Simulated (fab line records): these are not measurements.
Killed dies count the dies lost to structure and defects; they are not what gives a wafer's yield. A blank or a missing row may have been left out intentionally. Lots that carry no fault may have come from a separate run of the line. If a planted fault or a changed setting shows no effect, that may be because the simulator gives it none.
Chamber matching :: flow nand harc :: 4 sister chambers for NHARC_P_CONTACT_ALD_22 on ald metal-02
The step deposits TiN, target thk 3 nm, pulse time 1 s, ald cycles 150. 8 wafers are shown with their chamber, then 12 later ones without.

## EACH WAFER AND ITS CHAMBER
wafer: L078.2
chamber: 2
heater power w (W): 959
precursor pulse height rel: 1.016

wafer: L084.4
chamber: 1
heater power w (W): 1150
precursor pulse height rel: 1.004

wafer: L084.3
chamber: 2
heater power w (W): 963
precursor pulse height rel: 1.017

wafer: L084.6
chamber: 1
heater power w (W): 1110
precursor pulse height rel: 1.030

wafer: L088.6
chamber: 0
heater power w (W): 1111
precursor pulse height rel: 0.987

wafer: L091.3
chamber: 3
heater power w (W): 1251
precursor pulse height rel: 0.993

wafer: L091.5
chamber: 0
heater power w (W): 1127
precursor pulse height rel: 1.029

wafer: L091.6
chamber: 3
heater power w (W): 1235
precursor pulse height rel: 1.009

## WAFERS MISSING THEIR CHAMBER
wafer: L092.3
heater power w (W): 961
precursor pulse height rel: 1.014

wafer: L092.5
heater power w (W): 1106
precursor pulse height rel: 0.995

wafer: L092.6
heater power w (W): 1217
precursor pulse height rel: 0.991

wafer: L094.2
heater power w (W): 958
precursor pulse height rel: 0.986

wafer: L094.4
heater power w (W): 1095
precursor pulse height rel: 0.977

wafer: L094.6
heater power w (W): 1263
precursor pulse height rel: 0.995

wafer: L096.1
heater power w (W): 952
precursor pulse height rel: 1.017

wafer: L096.2
heater power w (W): 1130
precursor pulse height rel: 0.997

wafer: L096.3
heater power w (W): 1233
precursor pulse height rel: 0.977

wafer: L096.4
heater power w (W): 1113
precursor pulse height rel: 0.997

wafer: L096.5
heater power w (W): 973
precursor pulse height rel: 0.977

wafer: L096.6
heater power w (W): 1230
precursor pulse height rel: 1.033

## EACH ONE'S CHAMBER
wafer: L092.3
from the rows above: 2
in truth: 2

wafer: L092.5
from the rows above: can't be placed: 0 or 1
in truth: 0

wafer: L092.6
from the rows above: 3
in truth: 3

wafer: L094.2
from the rows above: 2
in truth: 2

wafer: L094.4
from the rows above: can't be placed: 0 or 1
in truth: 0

wafer: L094.6
from the rows above: 3
in truth: 3

wafer: L096.1
from the rows above: 2
in truth: 2

wafer: L096.2
from the rows above: can't be placed: 0 or 1
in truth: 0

wafer: L096.3
from the rows above: 3
in truth: 3

wafer: L096.4
from the rows above: can't be placed: 0 or 1
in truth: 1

wafer: L096.5
from the rows above: 2
in truth: 2

wafer: L096.6
from the rows above: 3
in truth: 3
Placed correctly: 8 of 12. From these rows, 4 cannot be placed; in 4 the true chamber is one of the candidates. 0 placed wrongly.
How it was worked out, from the rows above alone: a wafer's distance from a chamber is the root of the sum, over the readings, of the square of ((its reading less the chamber's mean) divided by the reading's scatter). The wafer belongs to the nearest chamber; if the next one is less than 2 further off, it can't be placed. A chamber's mean is the mean of its shown wafers. How the scatter is found: for the shown wafers, subtract from each reading the mean of its chamber, square and add these, divide the total by (wafers less chambers), then take the root.
